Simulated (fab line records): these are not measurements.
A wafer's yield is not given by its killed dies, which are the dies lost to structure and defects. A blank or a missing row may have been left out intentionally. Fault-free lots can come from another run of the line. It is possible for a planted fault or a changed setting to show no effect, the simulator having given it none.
The tool behind it: which one?    flow n5-finfet    9 lots, 24 wafers sampled, at 5 steps of a route of 1938

## WHAT EACH GAUGE READ, for each wafer
N5_BEOL_M4_RC_MEAS_101. Usual: DIBL_N 36.5 mV/V, standard deviation 1.4; DIBL_P 36.9 mV/V, standard deviation 1.7; IOFF_N 0.163 nA/um, standard deviation 0.023; IOFF_P 0.22 nA/um, standard deviation 0.032; ION_N 673 uA/um, standard deviation 9; ION_P 462 uA/um, standard deviation 7.5; SS_N 71.6 mV/dec, standard deviation 0.54; SS_P 73.4 mV/dec, standard deviation 0.62; VT_N 249.8 mV, standard deviation 2.8; VT_P -250 mV, standard deviation 3.5.
lot   measured      on         DIBL_N (mV/V)   DIBL_P (mV/V)   IOFF_N (nA/um)     IOFF_P (nA/um)  ION_N (uA/um)  ION_P (uA/um)  SS_N (mV/dec)   SS_P (mV/dec)   VT_N (mV)          VT_P (mV)       flag
L339  day 7 20:49   prober-02  35.6 36.6 35.5  35.4 36.4 35.4  0.143 0.167 0.149  0.19 0.20 0.19  663 665 674    459 450 461    71.8 72.1 71.7  73.3 73.2 72.7  252.3 249.5 251.7  -255 -253 -255  
L344  day 9 18:32   prober-02  37.1 38.0 38.9  37.7 39.2 40.3  0.158 0.177 0.197  0.21 0.23 0.26  673 682 686    458 465 460    71.7 71.6 72.0  73.4 73.7 74.4  250.3 247.7 247.2  -253 -250 -249  
L346  day 9 18:59   prober-01  36.0 37.8 37.8  35.8 37.9 37.7  0.153 0.184 0.179  0.19 0.22 0.21  673 667 684    455 450 457    72.0 72.8 72.0  73.9 73.8 73.6  249.3 247.4 245.8  -253 -251 -253  
L352  day 11 10:47  prober-02  37.1 38.6       35.0 37.5       0.147 0.184        0.18 0.22       663 675        447 455        71.5 71.8       73.0 74.8       250.5 249.4        -255 -252       
L354  day 11 10:32  prober-01  37.3 36.1       38.5 36.6       0.196 0.161        0.24 0.22       682 687        462 469        71.8 70.9       74.2 74.0       245.1 248.7        -249 -249       
L355  day 12 09:04  prober-02  35.8 35.6       36.5 35.4       0.160 0.148        0.21 0.19       660 676        454 460        71.4 71.3       72.9 73.3       248.4 250.4        -249 -252       
L357  day 12 16:38  prober-01  37.0 38.6 38.9  38.6 40.0 39.9  0.158 0.175 0.186  0.21 0.22 0.23  673 676 676    466 457 459    71.4 72.2 72.4  73.5 73.9 74.1  249.6 251.9 250.7  -250 -253 -251  
L358  day 12 13:56  prober-01  33.6 35.3 33.0  35.0 36.8 34.3  0.123 0.146 0.114  0.19 0.21 0.18  658 678 657    461 464 461    70.9 71.4 71.1  72.6 73.4 73.1  255.1 253.1 255.0  -251 -252 -256  
L361  day 13 21:52  prober-02  37.4 35.0 37.4  36.8 33.4 36.2  0.154 0.117 0.156  0.21 0.16 0.20  669 668 664    464 456 455    71.8 71.4 71.9  73.0 72.8 73.4  251.2 254.7 252.8  -249 -253 -249  

## WHICH TOOL RAN EACH LOT (tool, then ch and the chambers of the sampled wafers, then the start)
lot   N5_GATE_CUT_ETCH_28                N5_GATE_CUT_ETCH_36                N5_GATE_CUT_ETCH_47                N5_GATE_CUT_CMP_23
L339  rie-diel-01 ch 0,1,3, day 4 10:44  rie-diel-01 ch 0,1,3, day 4 10:45  rie-metal-03 ch 0,1, day 4 11:14   cmp-02 ch 2,3, day 4 13:02
L344  rie-diel-01 ch 0,1, day 5 17:29    rie-diel-01 ch 0,1, day 5 17:31    rie-metal-02 ch 0,1, day 5 18:00   cmp-04 ch 0,1,2, day 5 22:47
L346  rie-diel-02 ch 0,1,2, day 6 06:49  rie-diel-02 ch 0,1,2, day 6 06:50  rie-metal-02 ch 0,1, day 6 07:20   cmp-04 ch 0,3, day 6 10:23
L352  rie-diel-01 ch 0,2, day 7 16:58    rie-diel-01 ch 0,2, day 7 16:59    rie-metal-02 ch 0,1, day 7 17:29   cmp-04 ch 1,2, day 7 19:16
L354  rie-diel-02 ch 1,3, day 8 05:45    rie-diel-02 ch 1,3, day 8 05:46    rie-metal-03 ch 0, day 8 06:16     cmp-04 ch 1,2, day 8 08:05
L355  rie-diel-01 ch 0,3, day 8 11:14    rie-diel-01 ch 0,3, day 8 11:16    rie-metal-03 ch 0,1, day 8 11:46   cmp-04 ch 0,2, day 8 13:33
L357  rie-diel-02 ch 0,2, day 8 22:13    rie-diel-02 ch 0,2, day 8 22:14    rie-metal-01 ch 0,1, day 8 22:47   cmp-02 ch 2,3, day 9 00:36
L358  rie-diel-06 ch 0,1,2, day 9 04:40  rie-diel-06 ch 0,1,2, day 9 04:41  rie-metal-03 ch 0,1, day 9 05:10   cmp-01 ch 0,1,2, day 9 07:02
L361  rie-diel-01 ch 2,3, day 10 01:11   rie-diel-01 ch 2,3, day 10 01:13   rie-metal-01 ch 0,1, day 10 01:42  cmp-02 ch 0,1, day 10 04:04
- N5_GATE_CUT_ETCH_28: etches underlayer in N2/H2, target depth 13 nm, time 10.4 s.
- N5_GATE_CUT_ETCH_36: etches SiARC in CF4, target depth 13 nm, time 21.7 s.
- N5_GATE_CUT_ETCH_47: etches SiO2 in Cl2/BCl3, target depth 10 nm.
- N5_GATE_CUT_CMP_23: polishes, stops on SiO2, t overpolish 23.4 s, target thk 16 nm.

## AS READ BY THE TOOLS THEMSELVES (means over the sampled wafers that have a number; for cases with no such wafer, the mark the record gives instead)
N5_GATE_CUT_ETCH_28. Usual: chamber-pressure-mTorr is 30.004 mTorr with standard deviation 0.027, drypump-motor-current-A is 5.4 A with standard deviation 0.47, etch-rf-on-time-s is 10.39 s with standard deviation 0.14, oes-product-au is 0.65 a.u. with standard deviation 0.047, rf-vpp-V is 522.5 V with standard deviation 2.7, showerhead-plenum-p-Torr is 2.49 Torr with standard deviation 0.094, and throttle-valve-pct is 17.83 % with standard deviation 0.19.
lot   tool         chamber-pressure-mTorr (mTorr)  drypump-motor-current-A (A)  etch-rf-on-time-s (s)  oes-product-au (a.u.)  rf-vpp-V (V)  showerhead-plenum-p-Torr (Torr)  throttle-valve-pct (%)  flag
L339  rie-diel-01  29.988                          5.3                          10.25                  0.65                   523.3         2.51                             17.86                   
L344  rie-diel-01  30.001                          4.9                          10.24                  0.65                   523.0         2.55                             17.88                   
L346  rie-diel-02  30.023                          5.6                          10.42                  0.70                   523.8         2.53                             17.68                   
L352  rie-diel-01  30.003                          5.8                          10.33                  0.66                   520.4         2.45                             17.64                   
L354  rie-diel-02  29.995                          6.1                          10.31                  0.67                   523.7         2.50                             17.73                   
L355  rie-diel-01  30.018                          5.6                          10.29                  0.64                   520.7         2.44                             17.84                   
L357  rie-diel-02  29.997                          5.1                          10.39                  0.68                   523.6         2.52                             17.74                   
L358  rie-diel-06  30.019                          5.2                          10.59                  0.63                   521.8         2.47                             17.98                   
L361  rie-diel-01  29.996                          5.9                          10.39                  0.60                   523.5         2.52                             17.95                   

N5_GATE_CUT_ETCH_36. Usual: chamber-pressure-mTorr is 40.00 mTorr with standard deviation 0.037, drypump-motor-current-A is 5.4 A with standard deviation 0.47, etch-rf-on-time-s is 21.67 s with standard deviation 0.28, oes-product-au is 0.65 a.u. with standard deviation 0.047, rf-vpp-V is 183.6 V with standard deviation 1.2, showerhead-plenum-p-Torr is 2.10 Torr with standard deviation 0.075, and throttle-valve-pct is 15.57 % with standard deviation 0.18.
lot   tool         chamber-pressure-mTorr (mTorr)  drypump-motor-current-A (A)  etch-rf-on-time-s (s)  oes-product-au (a.u.)  rf-vpp-V (V)  showerhead-plenum-p-Torr (Torr)  throttle-valve-pct (%)  flag
L339  rie-diel-01  40.01                           5.3                          21.33                  0.65                   183.7         2.12                             15.62                   
L344  rie-diel-01  40.00                           4.9                          21.62                  0.64                   183.9         2.15                             15.67                   
L346  rie-diel-02  40.01                           5.5                          21.66                  0.70                   183.1         2.13                             15.38                   
L352  rie-diel-01  40.02                           5.8                          21.58                  0.66                   183.1         2.06                             15.41                   
L354  rie-diel-02  39.95                           6.1                          21.35                  0.67                   183.8         2.10                             15.50                   
L355  rie-diel-01  40.02                           5.6                          21.69                  0.64                   183.8         2.06                             15.57                   
L357  rie-diel-02  40.00                           5.1                          21.70                  0.67                   183.7         2.13                             15.46                   
L358  rie-diel-06  39.99                           5.1                          21.79                  0.64                   183.4         2.09                             15.75                   
L361  rie-diel-01  39.98                           5.9                          21.70                  0.60                   185.0         2.12                             15.68                   

N5_GATE_CUT_ETCH_47. Usual: chamber-pressure-mTorr 10.000 mTorr, standard deviation 0.0096; drypump-motor-current-A 5.6 A, standard deviation 0.44; oes-product-au 0.81 a.u., standard deviation 0.099; throttle-valve-pct 22.90 %, standard deviation 0.25.
lot   tool          chamber-pressure-mTorr (mTorr)  drypump-motor-current-A (A)  oes-product-au (a.u.)  throttle-valve-pct (%)  flag
L339  rie-metal-03  9.997                           5.7                          0.80                   23.00                   
L344  rie-metal-02  10.010                          5.6                          0.88                   22.59                   
L346  rie-metal-02  10.006                          5.5                          0.87                   22.58                   
L352  rie-metal-02  9.993                           5.7                          0.85                   22.59                   
L354  rie-metal-03  9.988                           5.5                          0.75                   22.95                   
L355  rie-metal-03  10.001                          5.8                          0.79                   23.04                   
L357  rie-metal-01  9.995                           5.4                          0.87                   23.07                   
L358  rie-metal-03  10.000                          5.8                          0.81                   23.08                   
L361  rie-metal-01  9.998                           5.4                          0.85                   23.07                   

N5_GATE_CUT_CMP_23. Usual: motor-current-A 9.0 A, standard deviation 1.2; overpolish-run-s 23.399 s, standard deviation 0.0088; time-to-endpoint-s 19.0 s, standard deviation 1.9.
lot   tool    motor-current-A (A)  overpolish-run-s (s)  time-to-endpoint-s (s)  flag
L339  cmp-02  9.4                  23.409                21.2                    
L344  cmp-04  9.2                  23.395                19.2                    
L346  cmp-04  8.5                  23.406                19.7                    
L352  cmp-04  9.6                  23.384                14.3                    
L354  cmp-04  10.1                 23.401                14.8                    
L355  cmp-04  10.0                 23.397                18.0                    
L357  cmp-02  9.9                  23.404                20.1                    
L358  cmp-01  7.9                  23.392                16.4                    
L361  cmp-02  9.4                  23.401                20.2                    

## THE ANSWER, worked out from the rows above alone
Rule: a lot counts as off when the mean over its wafers that have a number is more than 3 standard deviations away from the usual mean. A lot without any number at a reading at which 4 lots or more have one is off too. The other lots that the step has rows for count as sound. First the gauges in route order, then the tools' own readings, where a lot's mean is used as printed above. The first step at which some lot is off is used, and at that step the reading that is off furthest; a lot without a number counts as furthest.
Nothing can be told from this: no lot is off at any reading shown.

## WHAT WAS PUT IN BY THE SIMULATOR
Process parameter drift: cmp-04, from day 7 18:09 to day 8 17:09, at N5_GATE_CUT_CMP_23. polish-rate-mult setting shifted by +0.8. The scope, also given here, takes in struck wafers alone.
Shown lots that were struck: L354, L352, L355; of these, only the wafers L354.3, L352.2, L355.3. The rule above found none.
